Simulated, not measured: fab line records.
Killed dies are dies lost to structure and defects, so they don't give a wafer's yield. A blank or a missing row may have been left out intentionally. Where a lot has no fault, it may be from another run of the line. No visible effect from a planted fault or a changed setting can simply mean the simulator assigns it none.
Chamber matching :: flow nand harc :: pecvd-03 running NHARC_P_M0_DEP_32: 3 sister chambers
The step deposits SiCN, target thk 30 nm. 14 wafers are shown with their chamber, then 7 later ones without.

WAFERS PAIRED WITH THEIR CHAMBERS
wafer: L754.1
chamber: 2
heater power w (W): 555
heater power outer w (W): 331
chamber pressure Torr (Torr): 2.999

wafer: L754.3
chamber: 1
heater power w (W): 567
heater power outer w (W): 302
chamber pressure Torr (Torr): 2.997

wafer: L754.4
chamber: 2
heater power w (W): 545
heater power outer w (W): 333
chamber pressure Torr (Torr): 3.001

wafer: L759.3
chamber: 1
heater power w (W): 479
heater power outer w (W): 243
chamber pressure Torr (Torr): 3.006

wafer: L759.4
chamber: 2
heater power w (W): 486
heater power outer w (W): 272
chamber pressure Torr (Torr): 2.996

wafer: L759.6
chamber: 1
heater power w (W): 481
heater power outer w (W): 242
chamber pressure Torr (Torr): 2.996

wafer: L760.1
chamber: 2
heater power w (W): 563
heater power outer w (W): 341
chamber pressure Torr (Torr): 3.012

wafer: L760.2
chamber: 1
heater power w (W): 546
heater power outer w (W): 298
chamber pressure Torr (Torr): 2.996

wafer: L760.6
chamber: 1
heater power w (W): 547
heater power outer w (W): 296
chamber pressure Torr (Torr): 2.999

wafer: L766.2
chamber: 1
heater power w (W): 574
heater power outer w (W): 308
chamber pressure Torr (Torr): 3.005

wafer: L766.4
chamber: 1
heater power w (W): 560
heater power outer w (W): 307
chamber pressure Torr (Torr): 3.006

wafer: L766.5
chamber: 0
heater power w (W): 467
heater power outer w (W): 277
chamber pressure Torr (Torr): 2.990

wafer: L772.3
chamber: 1
heater power w (W): 543
heater power outer w (W): 298
chamber pressure Torr (Torr): 3.002

wafer: L772.4
chamber: 0
heater power w (W): 397
heater power outer w (W): 218
chamber pressure Torr (Torr): 3.000

SIGNATURES (averages over the wafers above)
reading: heater power w
chamber 0: 432.00
chamber 1: 537.12
chamber 2: 537.25
scatter within a chamber: 37.7

reading: heater power outer w
chamber 0: 247.50
chamber 1: 286.75
chamber 2: 319.25
scatter within a chamber: 30.3

reading: chamber pressure Torr
chamber 0: 2.99500
chamber 1: 3.00087
chamber 2: 3.00200
scatter within a chamber: 0.0055
Rule: a wafer's distance from a chamber is the root of the sum, over the readings, of the square of ((its reading less the chamber's mean) divided by the reading's scatter). The wafer belongs to the nearest chamber; if the next one is less than 2 further off, it can't be placed. How the scatter is found: for the shown wafers, subtract from each reading the mean of its chamber, square and add these, divide the total by (wafers less chambers), then take the root.

WAFERS WITHOUT THEIR CHAMBER
wafer: L772.6
heater power w (W): 549
heater power outer w (W): 292
chamber pressure Torr (Torr): 2.992

wafer: L774.1
heater power w (W): 509
heater power outer w (W): 290
chamber pressure Torr (Torr): 3.004

wafer: L774.4
heater power w (W): 493
heater power outer w (W): 284
chamber pressure Torr (Torr): 2.991

wafer: L774.6
heater power w (W): 550
heater power outer w (W): 283
chamber pressure Torr (Torr): 2.997

wafer: L776.2
heater power w (W): 486
heater power outer w (W): 287
chamber pressure Torr (Torr): 3.001

wafer: L776.4
heater power w (W): 568
heater power outer w (W): 313
chamber pressure Torr (Torr): 2.995

wafer: L776.6
heater power w (W): 499
heater power outer w (W): 288
chamber pressure Torr (Torr): 2.987

CHAMBER TAKEN BY EACH
wafer: L772.6
from the rows above: can't be placed: 1 or 2 or 0
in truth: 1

wafer: L774.1
from the rows above: can't be placed: 1 or 2
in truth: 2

wafer: L774.4
from the rows above: can't be placed: 0 or 1 or 2
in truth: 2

wafer: L774.6
from the rows above: can't be placed: 1 or 2
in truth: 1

wafer: L776.2
from the rows above: can't be placed: 1 or 2 or 0
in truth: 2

wafer: L776.4
from the rows above: can't be placed: 2 or 1
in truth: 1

wafer: L776.6
from the rows above: can't be placed: 0 or 1 or 2
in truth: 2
Placed correctly: 0 of 7. Can't be placed from these rows: 7 (the true chamber is among the candidates in 7). 0 placed wrongly.
